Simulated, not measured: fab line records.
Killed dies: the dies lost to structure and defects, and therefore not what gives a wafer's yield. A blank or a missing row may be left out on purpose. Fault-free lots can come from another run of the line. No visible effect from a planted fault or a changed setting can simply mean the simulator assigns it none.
Struck lot and sound lot, side by side || flow n5_finfet || 16 steps out of a route of 1938
Sound: wafers L838.2, L838.3, L838.6. Struck: wafer L844.2 (left out: L844.1, L844.3 of the same lot, which were not struck); the cause appears at the end.
At each step with rows: each side's tool, then ch and its chambers, then its first start. Under that, the readings that differ: sound wafers || struck wafers || difference of the means || sigmas: that difference in standard deviations of wafers without a fault.
alike: same words and numbers on both sides, and readings whose means sit less than 2 such deviations apart. not compared: any withheld reading, any reading some wafer has no value for, any bound like >300 that may hide the same value, and any number with overlapping values for which the record gives no deviation.
The two part at a step that has a row with sigmas, a row that says differs or no value, or rows on one side only. Numbers that have no deviation but don't overlap get no sigmas and don't part them. Lack of a reading on every wafer of one side parts them only where that side has two or more wafers.

N5_BEOL_M0_SAQP_STRIP_75: strips in CF4.
  sound on rie_diel-01 ch 0,1,2, day 6 16:38; struck on rie_diel-02 ch 1, day 8 02:40
{"reading": "drypump_motor_current_A (A)", "sound": "6.0 5.8 6.1", "struck": 4.9, "difference": -1.1, "sigmas": -2}
  alike: cf4_flow_sccm, oes_product_au, rf_fwd_power_W, rf_vpp_V, showerhead_plenum_p_Torr, throttle_valve_pct
  not compared: rf_hours_counter_h
then, 7 steps without rows for these wafers: N5_BEOL_M0_CUTY_COAT_50 (time 60 s, resist thk 15 nm); N5_BEOL_M0_CUTY_COAT_51 (resist thk 150 nm); N5_BEOL_M0_CUTY_EBR_52; N5_BEOL_M0_CUTY_SOFTBAKE_53 (time 60 s); N5_BEOL_M0_CUTY_EXPOSE_54 (exposes mask M0 ABLK); N5_BEOL_M0_CUTY_PEB_55 (peb time 60 s); N5_BEOL_M0_CUTY_DEVELOP_56 (develop time 30 s).
N5_BEOL_M0_CUTY_CD_MEAS_57: target cd 200 nm.
  sound on cd_sem-03 ch 0, day 6 17:02; struck on cd_sem-03 ch 0, day 8 03:03
  alike: cd_nm
N5_BEOL_M0_CUTY_OVL_MEAS_58:
  sound on overlay-02 ch 0, day 6 17:04; struck on overlay-01 ch 0, day 8 03:05
{"reading": "M0_ABLK_OVL (nm)", "sound": "0.1 0.3 -0.9", "struck": -2.3, "difference": -2.1, "sigmas": -3}
N5_BEOL_M0_CUTY_INSPECT_59: inspects for defects (macro).
  struck on defect_inspect-02, day 8 03:07; sound on defect_inspect-01, day 6 17:05
  alike: raw_defect_count
N5_BEOL_M0_CUTY_DESCUM_61: chemistry O2, time 7.9 s.
  sound on rie_diel-06 ch 1,2, day 6 17:07; struck on rie_diel-03 ch 0, day 8 03:16
  alike: drypump_motor_current_A, o2_flow_sccm, oes_product_au, rf_fwd_power_W, rf_vpp_V, showerhead_plenum_p_Torr, throttle_valve_pct
  not compared: rf_hours_counter_h
N5_BEOL_M0_CUTY_ETCH_62: etches SiARC in CF4, time 58.5 s.
  sound on rie_diel-06 ch 1,2, day 6 17:09; struck on rie_diel-03 ch 0, day 8 03:18
{"reading": "etch_rf_on_time_s (s)", "sound": "59.4 59.7 59.5", "struck": 39.9, "difference": -19.6, "sigmas": -20}
{"reading": "rf_fwd_power_W (W)", "sound": "543 535 535", "struck": 530, "difference": -8, "sigmas": -2}
  alike: cf4_flow_sccm, drypump_motor_current_A, oes_product_au, rf_vpp_V, showerhead_plenum_p_Torr, throttle_valve_pct
  not compared: rf_hours_counter_h
N5_BEOL_M0_CUTY_ETCH_63: etches SOC in N2/H2, target depth 82.7 nm, overetch 16.5 nm, time 124 s.
  sound on rie_diel-06 ch 1,2, day 6 17:12; struck on rie_diel-03 ch 0, day 8 03:20
{"reading": "rf_fwd_power_W (W)", "sound": "836.0 838.6 840.7", "struck": 832.5, "difference": -5.9, "sigmas": -2}
  alike: drypump_motor_current_A, oes_product_au, rf_vpp_V, showerhead_plenum_p_Torr, throttle_valve_pct
  not compared: rf_hours_counter_h
-- the record jumps here: 4 days lie between the struck wafers' starts before and after (it left off in module BEOL_M0_CUTY and takes up again in module BEOL_M4, whose first step shown is number 1111 of the route) --
N5_BEOL_M4_RC_MEAS_101:
  sound on prober-02 ch 0, day 11 01:42; struck on prober-01 ch 0, day 11 21:09
{"reading": "SS_P (mV/dec)", "sound": "72.4 73.1 73.1", "struck": 74.6, "difference": "+1.7", "sigmas": "+3"}
  alike: DIBL_N, DIBL_P, IOFF_N, IOFF_P, ION_N, ION_P, SS_N, VT_N, VT_P
-- record jumps: 4 days separate the struck wafers' starts on either side; left off in module BEOL_M4, taken up again in module PASSIVATION, whose first shown step is the route's number 1936 --
N5_PASSIVATION_PROBE_49:
  the record has rows for the struck wafers here (prober-01, day 16 03:12) and none for the sound ones

== WHERE THEY PART ==
Last at N5_PASSIVATION_PROBE_49 as far as this record goes, first at N5_BEOL_M0_SAQP_STRIP_75.

WHY: the cause the simulator had injected
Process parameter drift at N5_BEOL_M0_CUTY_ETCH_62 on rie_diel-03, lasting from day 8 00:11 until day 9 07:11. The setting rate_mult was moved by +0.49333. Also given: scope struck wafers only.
